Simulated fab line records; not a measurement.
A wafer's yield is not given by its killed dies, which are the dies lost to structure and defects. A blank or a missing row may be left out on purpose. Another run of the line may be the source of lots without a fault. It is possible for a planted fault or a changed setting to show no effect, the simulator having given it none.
fab line records	flow n5-finfet
record: lots: 11	wafers: 33	last-day: 18
route steps=1938 shown BEOL_M6@1255 TV_LITHO@1884 PASSIVATION@1911
lots that met no fault: from a run of the same line without faults
start-h: start of the lot's first displayed wafer, in hours after the record's first day	wait-h: hours since the lot's step before	" repeats the value in the row above	L1.1+2: several wafers, shown together as one row	- value missing, or start not given	* or withheld: withheld	< > ~ a bound
route shown NAME@n: names a module that has steps shown in the file, with the first one's number in the route	usual: mean and standard deviation over wafers with no fault	same: alike in all rows	chamber/n: place in a boat	sites: readings site by site	_std_site: standard deviation of those values	_edge_site: outer sites' mean less inner sites'	radius-mm: for every site, how far away it sits from the centre of the wafer	mask NAME#n: copy n	behind: the most recent tool/chamber to have shaped the wafer	hold: reason for holding the lot/hours on hold/outcome of the hold	device: the n, p or np transistor that did not switch	end of line: the same wafers' tests at the end of the route	a step with no rows: only its recipe	killed: the dies lost at the first sort to structure and to defects; this is not the yield of the wafer	map: dies across one wafer; x = killed, . = not, _ = none there
set.NAME: the setting the step ran with; set.NAME@STEP: the setting that earlier step ran with	model.NAME: the simulator's own value behind a step, which no gauge read
a sample of lots followed through the steps of the route, with each step as a table and each wafer as a row
services: from which hour (start-h, from the record's first day; less than 0 if before it) a tool's chamber was out of use, for how many hours, and why
== steps ==
step: N5_BEOL_M6_ECD_50
recipe: material: Cu	target-thk-a: 3000
lot.wafer	tool	chamber	start-h	wait-h
L300.2+3+6	ecd-cu-01	1,0,1	192.99	0.1
L301.1+3+5	ecd-cu-01	0,1,0	195.82	0.1
L305.2+3+6	ecd-cu-01	0,1,1	232.48	0.1
L309.3+4+5	ecd-cu-01	1,0,0	239.86	0.1
L312.1+4+6	ecd-cu-02	1,0,0	269.40	0.1
L314.2+5+6	ecd-cu-02	0,1,0	278.96	0.1
L318.1+2+6	ecd-cu-01	1,0,1	304.40	0.1
L319.1+4+5	ecd-cu-01	1	315.32	0.1
L321.1+2+4	ecd-cu-01	1,0,1	325.68	0.1
L322.2+3+5	ecd-cu-01	1,0,1	329.26	0.1
L323.1+3+5	ecd-cu-01	0,0,1	338.91	0.1
step: N5_PASSIVATION_OVL_MEAS_60
recipe: points-per-wafer: 44
usual: TV_OVL: 6/5
lot.wafer	tool	chamber	start-h	wait-h	TV_OVL[nm]
L300.2	overlay-01	0	277.87	0.0	3
L300.3	"	0	"	"	3
L300.6	"	0	"	"	2
L301.1	overlay-02	0	278.45	0.0	7
L301.3	"	0	"	"	6
L301.5	"	0	"	"	9
L305.2	overlay-01	0	320.34	0.0	7
L305.3	"	0	"	"	4
L305.6	"	0	"	"	5
L309.3	overlay-02	0	325.40	0.0	3
L309.4	"	0	"	"	0
L309.5	"	0	"	"	8
L312.1	overlay-02	0	349.32	0.0	2
L312.4	"	0	"	"	7
L312.6	"	0	"	"	6
L314.2	overlay-01	0	370.47	0.0	11
L314.5	"	0	"	"	17
L314.6	"	0	"	"	13
L318.1	overlay-02	0	386.48	0.0	14
L318.2	"	0	"	"	12
L318.6	"	0	"	"	7
L319.1	overlay-02	0	391.80	0.0	4
L319.4	"	0	"	"	13
L319.5	"	0	"	"	7
L322.2	overlay-01	0	400.83	0.0	2
L322.3	"	0	"	"	11
L322.5	"	0	"	"	6
L321.1	overlay-01	0	405.39	0.0	6
L321.2	"	0	"	"	-3
L321.4	"	0	"	"	-6
L323.1	overlay-02	0	423.28	0.0	14
L323.3	"	0	"	"	17
L323.5	"	0	"	"	12
step: N5_PASSIVATION_STRIP_34
recipe: chemistry: O2	power-w: 600	temp-c: 60	pressure-mtorr: 30	rf-frequency-hz: 6e+07	bias-power-w: 0	overash-fraction: 2	o2-flow-sccm: 225
usual: drypump-motor-current-A: 5.9/0.41	oes-product-au: 0.83/0.094	rf-vpp-V: 3.4/1.4	showerhead-plenum-p-Torr: 2.07/0.078	throttle-valve-pct: 16.57/0.21
same: overash-fraction: 2
lot.wafer	tool	chamber	start-h	wait-h	drypump-motor-current-A	oes-product-au	rf-hours-counter-h	rf-vpp-V	showerhead-plenum-p-Torr	throttle-valve-pct
L300.2	rie-diel-05	0	280.35	0.1	5.8	1.05	0	2.7	2.17	16.27
L300.3	"	2	"	"	5.5	0.87	55	4.9	2.03	16.38
L300.6	"	0	"	"	5.7	1.07	-	2.9	2.17	16.23
L301.1	rie-diel-02	2	280.72	0.1	5.8	0.86	27	4.3	2.06	16.57
L301.3	"	1	"	"	5.3	0.69	220	2.1	2.16	16.59
L301.5	"	2	"	"	5.7	0.89	-	4.0	2.06	16.58
L305.2	rie-diel-02	3	323.23	0.1	6.0	0.77	102	3.8	2.01	16.72
L305.3	"	2	"	"	5.7	0.86	44	4.0	2.05	16.58
L305.6	"	2	"	"	5.8	0.86	-	5.4	2.05	16.60
L309.3	rie-diel-02	2	327.98	0.1	5.8	0.87	47	3.7	2.05	16.62
L309.4	"	0	"	"	6.4	0.72	200	4.7	1.89	16.78
L309.5	"	1	"	"	5.4	0.70	-	2.7	2.15	16.64
L312.1	rie-diel-03	0	351.66	0.1	6.3	0.90	41	2.1	2.05	16.53
L312.4	"	0	"	"	6.3	0.88	-	2.9	2.05	16.55
L312.6	"	1	"	"	6.4	0.73	-	1.8	2.08	16.81
L314.2	rie-diel-02	2	373.07	0.1	5.7	0.83	66	2.4	2.05	16.66
L314.5	"	3	"	"	6.0	0.74	-	4.1	2.00	16.79
L314.6	"	0	"	"	6.3	0.71	-	0.8	1.89	16.78
L318.1	rie-diel-05	3	389.92	0.4	6.5	0.88	23	5.4	2.14	16.64
L318.2	"	2	"	"	5.5	0.82	98	3.3	2.01	16.38
L318.6	"	0	"	"	5.8	0.90	-	3.2	2.15	16.30
L319.1	rie-diel-02	2	394.55	0.2	5.7	0.84	76	3.4	2.04	16.66
L319.4	"	2	"	"	5.8	0.82	-	2.1	2.05	16.70
L319.5	"	3	"	"	6.0	0.75	-	2.1	2.00	16.79
L322.2	rie-diel-03	2	403.28	0.1	5.4	0.85	72	3.8	2.02	16.35
L322.3	"	0	"	"	6.3	0.87	62	3.3	2.05	16.63
L322.5	"	3	"	"	5.9	0.94	-	4.0	2.04	16.04
L321.1	rie-diel-05	0	408.89	0.2	5.8	0.90	48	3.7	2.15	16.35
L321.2	"	3	"	"	6.5	0.88	26	0.8	2.14	16.59
L321.4	"	2	"	"	5.5	0.81	100	2.9	2.01	16.40
L323.1	rie-diel-03	0	426.44	0.2	6.3	0.88	71	3.6	2.04	16.64
L323.3	"	3	"	"	5.9	0.92	30	2.7	2.03	16.11
L323.5	"	1	"	"	6.4	0.73	-	5.4	2.08	16.81
step: N5_PASSIVATION_STRIP_48
recipe: chemistry: O2	power-w: 600	temp-c: 60	pressure-mtorr: 30	rf-frequency-hz: 6e+07	bias-power-w: 0	overash-fraction: 0.5	o2-flow-sccm: 225
usual: drypump-motor-current-A: 5.9/0.4	oes-product-au: 0.84/0.099	rf-vpp-V: 3.6/2.3	showerhead-plenum-p-Torr: 2.06/0.076	throttle-valve-pct: 16.53/0.24
same: overash-fraction: 0.5
lot.wafer	tool	chamber	start-h	wait-h	drypump-motor-current-A	oes-product-au	rf-hours-counter-h	rf-vpp-V	showerhead-plenum-p-Torr	throttle-valve-pct
L300.2	rie-diel-05	3	282.35	0.1	6.5	0.69	242	1.4	2.15	17.05
L300.3	"	0	"	"	5.8	1.01	1	7.7	2.17	16.24
L300.6	"	3	"	"	6.5	0.68	-	3.8	2.15	17.12
L301.1	rie-diel-02	3	282.53	0.1	6.0	0.78	85	5.3	2.02	16.69
L301.3	"	2	"	"	5.8	0.91	28	1.7	2.06	16.58
L301.5	"	0	"	"	6.3	0.74	-	2.0	1.90	16.71
L305.2	rie-diel-05	1	325.14	0.1	5.2	0.94	13	0.1	2.16	16.68
L305.3	"	2	"	"	5.5	0.84	74	1.4	2.02	16.33
L305.6	"	1	"	"	5.1	0.96	-	4.7	2.16	16.71
L309.3	rie-diel-03	1	329.67	0.1	6.3	0.74	173	6.0	2.09	16.81
L309.4	"	2	"	"	5.5	0.86	41	4.7	2.03	16.28
L309.5	"	3	"	"	5.9	0.72	-	1.9	2.05	16.51
L312.1	rie-diel-03	1	353.46	0.1	6.3	0.73	182	5.5	2.08	16.79
L312.4	"	2	"	"	5.4	0.88	51	4.7	2.03	16.32
L312.6	"	2	"	"	5.5	0.87	-	0.1	2.02	16.22
L314.2	rie-diel-02	2	375.04	0.1	5.8	0.80	67	3.3	2.05	16.64
L314.5	"	0	"	"	6.4	0.71	-	2.2	1.88	16.81
L314.6	"	2	"	"	5.7	0.77	-	5.8	2.05	16.66
L318.1	rie-diel-03	3	391.81	0.1	5.9	0.98	14	4.8	2.04	16.05
L318.2	"	2	"	"	5.5	0.86	65	0.1	2.02	16.36
L318.6	"	3	"	"	5.9	0.94	-	5.1	2.04	16.17
L319.1	rie-diel-03	0	396.60	0.1	6.4	0.84	58	7.4	2.05	16.59
L319.4	"	0	"	"	6.2	0.92	-	1.8	2.05	16.60
L319.5	"	2	"	"	5.4	0.85	-	1.2	2.02	16.30
L322.2	rie-diel-03	3	405.09	0.1	5.9	0.96	22	0.9	2.04	16.01
L322.3	"	2	"	"	5.4	0.87	73	5.5	2.02	16.35
L322.5	"	2	"	"	5.5	0.87	-	6.6	2.02	16.32
L321.1	rie-diel-02	0	410.74	0.1	6.3	0.68	236	4.1	1.88	16.90
L321.2	"	2	"	"	5.8	0.78	84	0.1	2.04	16.71
L321.4	"	0	"	"	6.3	0.68	-	0.9	1.88	16.84
L323.1	rie-diel-03	1	428.24	0.1	6.3	0.69	197	4.4	2.08	16.87
L323.3	"	2	"	"	5.5	0.83	82	6.0	2.02	16.38
L323.5	"	1	"	"	6.3	0.70	-	1.8	2.08	16.88
step: N5_PASSIVATION_PROBE_49
usual: defect-limited-yield: 91.3/1.3	killed_at_M0_to_M3: 35/9.3	killed_at_M4_up: 14/5.2	killed-at-contacts: 12/5.9	killed-at-front-end: 38/11	killed-at-other: 4/3.7	killed-dies: 103/15	killed-on-rim: 14/4	killed-open: 67/12	killed-short: 34/8	sort_bin_5_function: 5.1/0.88	sort_bin_6_memory: 3.3/0.65	sort_bin_8_speed: 0.00/0.03	sort-n-pass: 1077/15	sort-yield-pct: 91.3/1.3
same: gross-dies: 1180	killed-at-back-side: 0	sort_bin_4_leakage[%]: 0
lot.wafer	tool	chamber	start-h	wait-h	defect-limited-yield[%]	killed_at_M0_to_M3	killed_at_M4_up	killed-at-contacts	killed-at-front-end	killed-at-other	killed-dies	killed-on-rim	killed-open	killed-short	sort_bin_5_function[%]	sort_bin_6_memory[%]	sort_bin_8_speed[%]	sort-n-pass	sort-yield-pct[%]
L300.2	prober-01	-	285.16	0.3	90.5	38	15	22	34	3	112	11	74	38	5.3	3.8	0	1068	90.5
L300.3	prober-01	-	285.21	0.4	90.7	51	16	13	27	3	110	14	73	37	5.3	3.6	0	1070	90.7
L300.6	prober-01	-	285.36	0.5	90.1	47	13	13	36	8	117	14	70	47	5.4	3.8	0	1063	90.1
L305.2	prober-01	-	328.52	0.1	63.1	39	338	11	47	0	435	63	64	39	21.5	13.1	0	745	63.1
L305.3	prober-01	-	328.57	0.1	89.7	50	19	10	42	0	121	17	74	46	5.8	4.2	0	1059	89.7
L305.6	prober-01	-	328.72	0.3	89.9	46	17	11	44	1	119	13	79	39	6.0	4.0	0	1061	89.9
L309.3	prober-01	-	332.26	0.1	90.3	32	22	10	46	4	114	16	68	44	6.4	3.1	0	1066	90.3
L309.4	prober-01	-	332.31	0.2	62.5	28	363	6	46	0	443	53	50	29	23.8	11.4	0	737	62.5
L309.5	prober-01	-	332.36	0.2	64.0	32	340	9	43	1	425	51	61	28	19.3	13.8	0	755	64.0
L312.1	prober-01	-	355.96	0.0	94.7	26	5	13	17	1	62	9	36	25	3.0	1.9	0	1118	94.7
L312.4	prober-01	-	356.11	0.2	92.4	37	13	1	32	7	90	12	51	39	4.4	2.9	0	1090	92.4
L312.6	prober-01	-	356.21	0.3	90.7	43	14	15	35	3	110	26	65	42	5.4	3.5	0	1070	90.7
L319.1	prober-02	-	399.63	0.6	92.3	26	15	13	34	3	91	11	50	41	4.2	3.1	0	1089	92.3
L319.4	prober-02	-	399.78	0.7	90.5	36	16	8	49	3	112	18	62	48	5.8	3.2	0	1068	90.5
L319.5	prober-02	-	399.83	0.8	90.0	39	13	9	57	0	118	14	66	51	5.3	4.4	0	1062	90.0
L321.1	prober-02	-	414.47	0.0	91.8	37	10	16	34	0	97	18	70	26	3.6	4.3	0	1083	91.8
L321.2	prober-02	-	414.52	0.1	93.3	35	5	11	27	1	79	11	60	18	3.5	3.1	0	1101	93.3
L321.4	prober-02	-	414.62	0.2	92.0	18	7	17	52	0	94	10	65	27	4.6	3.2	0	1086	92.0
killed by level:class
L300.2 MOL_CONTACT_COAG:geometric-particle:open=19 FIN_SAQP:geometric-particle:short=8 BEOL_M4:geometric-particle:open=7 BEOL_M0:geometric-particle:open=7 STI_FIN_REVEAL:geometric-particle:open=6 BEOL_M0_SAQP:geometric-particle:short=6 FIN_SAQP:geometric-particle:open=5 BEOL_M0_SAQP:geometric-particle:open=5
L300.3 BEOL_M1:geometric-particle:open=10 FIN_SAQP:geometric-particle:short=9 MOL_CONTACT_COAG:geometric-particle:open=9 BEOL_M0_SAQP:geometric-particle:short=9 BEOL_M3:geometric-particle:open=9 BEOL_M0_SAQP:geometric-particle:open=8 BEOL_M4:geometric-particle:open=7 BEOL_M1:geometric-particle:short=5
L300.6 MOL_CONTACT_COAG:geometric-particle:open=10 BEOL_M0_SAQP:geometric-particle:short=9 FIN_SAQP:geometric-particle:open=8 BEOL_M0_SAQP:geometric-particle:open=7 BEOL_M3:geometric-particle:open=7 BEOL_M1:geometric-particle:open=6 BEOL_M2:geometric-particle:short=6 GATE_CUT:geometric-particle:short=5
L305.2 BEOL_M6:unspecified=330 BEOL_M3:geometric-particle:open=17 FIN_SAQP:geometric-particle:short=8 MOL_CONTACT_COAG:geometric-particle:open=8 DUMMY_GATE:geometric-particle:open=7 FIN_SAQP:geometric-particle:open=6 BEOL_M0_SAQP:geometric-particle:open=6 BEOL_M3:geometric-particle:short=6
L305.3 FIN_SAQP:geometric-particle:short=15 BEOL_M3:geometric-particle:open=15 BEOL_M0_SAQP:geometric-particle:open=10 BEOL_M0_SAQP:geometric-particle:short=10 ILD0:geometric-particle:open=6 MOL_CONTACT_COAG:geometric-particle:open=6 BEOL_M2:geometric-particle:open=6 BEOL_M5:geometric-particle:open=6
L305.6 BEOL_M3:geometric-particle:open=15 BEOL_M0_SAQP:geometric-particle:short=10 MOL_CONTACT_COAG:geometric-particle:open=10 FIN_SAQP:geometric-particle:open=8 BEOL_M0_SAQP:geometric-particle:open=7 STI_FIN_REVEAL:geometric-particle:open=6 DUMMY_GATE:geometric-particle:open=5 FIN_SAQP:geometric-particle:short=4
L309.3 FIN_SAQP:geometric-particle:short=16 FIN_SAQP:geometric-particle:open=12 BEOL_M0_SAQP:geometric-particle:short=9 DUMMY_GATE:geometric-particle:open=8 MOL_CONTACT_COAG:geometric-particle:open=8 BEOL_M3:geometric-particle:open=7 BEOL_M4:geometric-particle:open=7 BEOL_M5:geometric-particle:open=6
L309.4 BEOL_M6:unspecified=359 FIN_SAQP:geometric-particle:open=13 STI_FIN_REVEAL:geometric-particle:open=11 BEOL_M0_SAQP:geometric-particle:short=8 BEOL_M1:geometric-particle:open=7 FIN_SAQP:geometric-particle:short=5 GATE_CUT:geometric-particle:short=4 BEOL_M3:geometric-particle:open=4
L309.5 BEOL_M6:unspecified=330 BEOL_M3:geometric-particle:open=13 FIN_SAQP:geometric-particle:open=10 STI_FIN_REVEAL:geometric-particle:open=10 MOL_CONTACT_COAG:geometric-particle:open=7 BEOL_M0_SAQP:geometric-particle:open=7 FIN_SAQP:geometric-particle:short=5 GATE_CUT:geometric-particle:short=4
L312.1 BEOL_M0_SAQP:geometric-particle:open=10 BEOL_M0_SAQP:geometric-particle:short=8 MOL_CONTACT_COAG:geometric-particle:open=7 MOL_CONTACT_COAG:geometric-particle:short=6 FIN_SAQP:geometric-particle:open=4 FIN_SAQP:geometric-particle:short=4 BEOL_M1:geometric-particle:open=4 DUMMY_GATE:geometric-particle:open=3
L312.4 BEOL_M0_SAQP:geometric-particle:short=14 BEOL_M0_SAQP:geometric-particle:open=11 GATE_CUT:geometric-particle:short=7 BEOL_M4:geometric-particle:open=6 BEOL_M3:geometric-particle:open=5 DUMMY_GATE:geometric-particle:short=4 BEOL_M2:geometric-particle:open=4 FIN_SAQP:geometric-particle:open=3
L312.6 BEOL_M0_SAQP:geometric-particle:short=18 MOL_CONTACT_COAG:geometric-particle:open=12 BEOL_M0_SAQP:geometric-particle:open=10 FIN_SAQP:geometric-particle:short=6 BEOL_M4:geometric-particle:open=6 FIN_SAQP:geometric-particle:open=5 STI_FIN_REVEAL:geometric-particle:open=4 DUMMY_GATE:geometric-particle:open=4
L319.1 BEOL_M0_SAQP:geometric-particle:short=11 FIN_SAQP:geometric-particle:open=10 MOL_CONTACT_COAG:geometric-particle:open=10 FIN_SAQP:geometric-particle:short=6 GATE_CUT:geometric-particle:short=5 BEOL_M0_SAQP:geometric-particle:open=5 BEOL_M4:geometric-particle:short=5 BEOL_M4:geometric-particle:open=5
L319.4 BEOL_M4:geometric-particle:open=13 BEOL_M0_SAQP:geometric-particle:short=12 FIN_SAQP:geometric-particle:short=10 GATE_CUT:geometric-particle:short=10 BEOL_M2:geometric-particle:open=9 GATE_CUT:geometric-particle:open=7 MOL_CONTACT_COAG:geometric-particle:open=6 BEOL_M0_SAQP:geometric-particle:open=6
L319.5 FIN_SAQP:geometric-particle:short=19 BEOL_M0_SAQP:geometric-particle:open=14 BEOL_M0_SAQP:geometric-particle:short=12 STI_FIN_REVEAL:geometric-particle:open=9 FIN_SAQP:geometric-particle:open=7 MOL_CONTACT_COAG:geometric-particle:open=7 BEOL_M3:geometric-particle:open=6 STI_FIN_REVEAL:geometric-particle:short=4
L321.1 MOL_CONTACT_COAG:geometric-particle:open=13 BEOL_M0_SAQP:geometric-particle:short=12 BEOL_M0_SAQP:geometric-particle:open=11 STI_FIN_REVEAL:geometric-particle:open=6 DUMMY_GATE:geometric-particle:open=6 BEOL_M3:geometric-particle:open=6 FIN_SAQP:geometric-particle:open=5 GATE_CUT:geometric-particle:open=5
L321.2 BEOL_M2:geometric-particle:open=9 MOL_CONTACT_COAG:geometric-particle:open=9 BEOL_M0_SAQP:geometric-particle:open=9 STI_FIN_REVEAL:geometric-particle:open=6 BEOL_M0_SAQP:geometric-particle:short=6 BEOL_M3:geometric-particle:open=6 FIN_SAQP:geometric-particle:short=3 FIN_SAQP:geometric-particle:open=3
L321.4 MOL_CONTACT_COAG:geometric-particle:open=14 FIN_SAQP:geometric-particle:open=12 STI_FIN_REVEAL:geometric-particle:open=10 BEOL_M1:geometric-particle:open=6 GATE_CUT:geometric-particle:open=5 DUMMY_GATE:geometric-particle:open=4 ILD0:geometric-particle:open=4 GATE_CUT:geometric-particle:short=4
== services ==
tool	chamber	start-h	hours	kind
ecd-cu-01	-	186.21	3.0	repair
rie-diel-03	2	203.59	-	clean
rie-diel-03	1	217.32	3.5	repair
ecd-cu-02	-	252.82	2.7	repair
rie-diel-05	3	253.97	1.8	repair
ecd-cu-01	-	255.95	1.8	repair
rie-diel-02	1	259.41	3.0	repair
rie-diel-02	0	272.35	6.4	repair
rie-diel-03	3	272.91	8.3	repair
rie-diel-03	2	308.08	2.5	repair
rie-diel-03	3	308.34	5.9	repair
rie-diel-03	1	314.59	8.3	repair
ecd-cu-01	-	316.42	5.9	pm
ecd-cu-02	-	331.19	3.0	repair
rie-diel-05	2	335.38	4.5	repair
rie-diel-02	1	349.06	28.8	repair
rie-diel-03	1	370.41	3.2	repair
rie-diel-03	3	376.39	2.1	repair
rie-diel-03	0	382.97	3.4	repair
rie-diel-03	1	385.29	21.7	repair
rie-diel-05	1	385.92	10.7	repair
rie-diel-05	-	394.14	14.6	pm
ecd-cu-01	-	401.21	1.5	repair
rie-diel-02	3	406.52	6.0	repair
== key ==
first-sign: step: N5_PASSIVATION_PROBE_49	reading: killed_at_M4_up	direction: up	sigmas: 65	usual: 14	struck: 347
effect: step: N5_PASSIVATION_PROBE_49	reading: killed-dies	direction: up	sigmas: 22	usual: 103	struck: 434
more-kills-born-at: N5_BEOL_M6_ECD_50@ecd-cu-01: 1019
met-at N5_BEOL_M6_ECD_50
struck-lots L305,L309
struck-wafers L305.2,L309.4,L309.5
not-acting-at N5_PASSIVATION_OVL_MEAS_60,N5_PASSIVATION_STRIP_34,N5_PASSIVATION_STRIP_48
onset-between 195.82 232.48
fault: kind: chamber-particle-source	tool: ecd-cu-01	chamber: 0	onset-h: 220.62	steps: N5_BEOL_M6_ECD_50	rate-per-visit-cm2: 0.64435	end-h: 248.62
